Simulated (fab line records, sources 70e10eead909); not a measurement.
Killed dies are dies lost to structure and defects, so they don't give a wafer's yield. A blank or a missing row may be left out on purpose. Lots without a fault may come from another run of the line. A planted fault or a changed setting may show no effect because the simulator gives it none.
Problem report in the 8D (eight disciplines) form, filled by code | flow nand_harc | the parts of the form that need people (team, actions taken, sign-off) are left out

1. THE PROBLEM
run_length_s at NHARC_A_STAIRCASE_ETCH_230 reads a mean of 55.33 s on 1 wafer of 1 lot; wafers without a fault read 61.67 s with a standard deviation of 0.29. That is -22 standard deviations from the usual mean.
The step: etches the open film in C4F8/O2, target depth 100 nm, time 40.5 s.
First seen on wafer L769.4, day 19 03:10, on rie_diel-13. The record holds 36 wafers of 12 lots with a number at this step. Rule for "out", or "out of limits": more than 4 standard deviations from the usual mean. The other wafers with a number count as sound.

2. WHAT IT IS AND WHAT IT IS NOT
question                    | is                | is not
which readings at this step | run_length_s      | oes_product_au, rf_vpp_V
which lots                  | L769              | L762, L765, L767, L768, L773, L776, L777, L779, L781, L782, L783
which wafers of those lots  | L769.4            | L769.3, L769.5
read on which tools         | rie_diel-13       | rie_diel-03, rie_diel-12
when                        | from day 19 03:10 | up to then (14 sound wafers); but 21 sound wafers of L773, L776, L777, L779, L781, L782, L783 came after

3. SUSPECTS, AND WHAT RULES EACH OUT
Counting: a tool at a process step up to the reading stays a suspect if it ran every lot that is out. Sound lots after the first of them don't rule it out here, since some wafers of a struck lot are sound.
- rie_diel-13 at NHARC_A_STAIRCASE_TRIM_187 (chemistry O2, time 211.2 s): kept. It ran the lot that is out, L769 (day 18 20:58); its last sound lot up to then is L768 (day 18 11:05).
- rie_diel-13 at NHARC_A_STAIRCASE_TRIM_200 (chemistry O2, time 211.2 s): kept. It ran the lot that is out, L769 (day 19 03:10). NHARC_A_STAIRCASE_TRIM_200 gives no start for some lots, so the hours and the order of its lots are those of NHARC_A_STAIRCASE_ETCH_230.
- rie_diel-13 at NHARC_A_STAIRCASE_ETCH_203 (etches the open film in C4F8/O2, target depth 100 nm, time 40.5 s): kept. It ran the lot that is out, L769 (day 19 03:10). NHARC_A_STAIRCASE_ETCH_203 gives no start for some lots, so the hours and the order of its lots are those of NHARC_A_STAIRCASE_ETCH_230.
- rie_diel-13 at NHARC_A_STAIRCASE_ETCH_230 (etches the open film in C4F8/O2, target depth 100 nm, time 40.5 s): kept. It ran the lot that is out, L769 (day 19 03:10); its last sound lot up to then is L765 (day 17 03:28). Its own readings are out on those wafers: run_length_s.
- Within rie_diel-13 at NHARC_A_STAIRCASE_TRIM_200: the wafers that are out ran in chamber 1; their sound lot-mates ran in chamber 2.
- Within rie_diel-13 at NHARC_A_STAIRCASE_ETCH_203: the wafers that are out ran in chamber 3; their sound lot-mates ran in chamber 1.
- Within rie_diel-13 at NHARC_A_STAIRCASE_ETCH_230: the wafers that are out ran in chamber 1; their sound lot-mates ran in chamber 3.
Left after counting: rie_diel-13 at NHARC_A_STAIRCASE_TRIM_187, rie_diel-13 at NHARC_A_STAIRCASE_TRIM_200, rie_diel-13 at NHARC_A_STAIRCASE_ETCH_203, rie_diel-13 at NHARC_A_STAIRCASE_ETCH_230.

4. THE CAUSE (what the simulator had put in)
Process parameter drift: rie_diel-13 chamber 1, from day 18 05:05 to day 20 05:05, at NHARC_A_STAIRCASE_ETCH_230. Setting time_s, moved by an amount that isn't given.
Counting left 4 suspects, and this tool is among them.

5. THE CHAIN OF EFFECTS, in route order
Each row: a reading whose mean over the struck wafers that have a number lies more than 3 standard deviations from the usual. Only readings for which the record gives a usual standard deviation are gone through. hours: the time from each lot's start at the first step in this table that gives one to its start at this step, as a median over the lots. sigmas: the change in usual standard deviations.
hours | step                       | reading      | usual   | on struck wafers | change | sigmas
0     | NHARC_A_STAIRCASE_ETCH_230 | run_length_s | 61.67 s | 55.33            | -6.34  | -22
The process steps in it:
- NHARC_A_STAIRCASE_ETCH_230: etches the open film in C4F8/O2, target depth 100 nm, time 40.5 s.

6. WHAT WOULD HAVE CAUGHT IT SOONER
In this record the first reading out of limits was taken at day 19 03:10, 22 hours after the fault began at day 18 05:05.
